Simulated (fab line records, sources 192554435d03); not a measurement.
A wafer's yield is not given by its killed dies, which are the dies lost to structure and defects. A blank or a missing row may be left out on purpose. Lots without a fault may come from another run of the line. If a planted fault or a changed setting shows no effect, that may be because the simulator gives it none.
Chamber matching :: flow n5Finfet :: N5_BEOL_M8_DESCUM_33 on rieDiel-02: 4 sister chambers
The step chemistry O2, time 7 s. 8 wafers are shown with their chamber, then 6 later ones without.

== WAFERS PAIRED WITH THEIR CHAMBERS ==
wafer: L231.2
chamber: 1
drypumpMotorCurrentA (A): 5.5
throttleValvePct (%): 20.81

wafer: L231.6
chamber: 1
drypumpMotorCurrentA (A): 5.6
throttleValvePct (%): 20.83

wafer: L240.6
chamber: 2
drypumpMotorCurrentA (A): 6.2
throttleValvePct (%): 20.15

wafer: L241.3
chamber: 2
drypumpMotorCurrentA (A): 6.2
throttleValvePct (%): 20.15

wafer: L241.6
chamber: 0
drypumpMotorCurrentA (A): 6.0
throttleValvePct (%): 20.29

wafer: L246.1
chamber: 3
drypumpMotorCurrentA (A): 5.5
throttleValvePct (%): 20.21

wafer: L246.4
chamber: 3
drypumpMotorCurrentA (A): 5.5
throttleValvePct (%): 20.22

wafer: L246.5
chamber: 0
drypumpMotorCurrentA (A): 6.0
throttleValvePct (%): 20.28

== WAFERS WITHOUT THEIR CHAMBER ==
wafer: L250.2
drypumpMotorCurrentA (A): 5.5
throttleValvePct (%): 20.23

wafer: L250.3
drypumpMotorCurrentA (A): 5.5
throttleValvePct (%): 20.60

wafer: L250.4
drypumpMotorCurrentA (A): 6.2
throttleValvePct (%): 20.20

wafer: L252.3
drypumpMotorCurrentA (A): 5.5
throttleValvePct (%): 20.23

wafer: L252.4
drypumpMotorCurrentA (A): 6.2
throttleValvePct (%): 20.20

wafer: L252.5
drypumpMotorCurrentA (A): 5.5
throttleValvePct (%): 20.23

== EACH ONE'S CHAMBER ==
wafer: L250.2
from the rows above: 3
in truth: 3

wafer: L250.3
from the rows above: 1
in truth: 1

wafer: L250.4
from the rows above: 2
in truth: 2

wafer: L252.3
from the rows above: 3
in truth: 3

wafer: L252.4
from the rows above: 2
in truth: 2

wafer: L252.5
from the rows above: 3
in truth: 3
Correctly placed: 6 of 6. Not placeable from these rows: 0. Placed wrongly: 0.
How it was worked out, from the rows above alone: a wafer's distance from a chamber is the root of the sum, over the readings, of the square of ((its reading less the chamber's mean) divided by the reading's scatter). The wafer belongs to the nearest chamber; if the next one is less than 2 further off, it can't be placed. Each chamber's mean is taken over the wafers shown for it. The scatter: take each reading less its chamber's mean, square it, sum over the shown wafers, divide by the number of wafers less the number of chambers, and take the root.
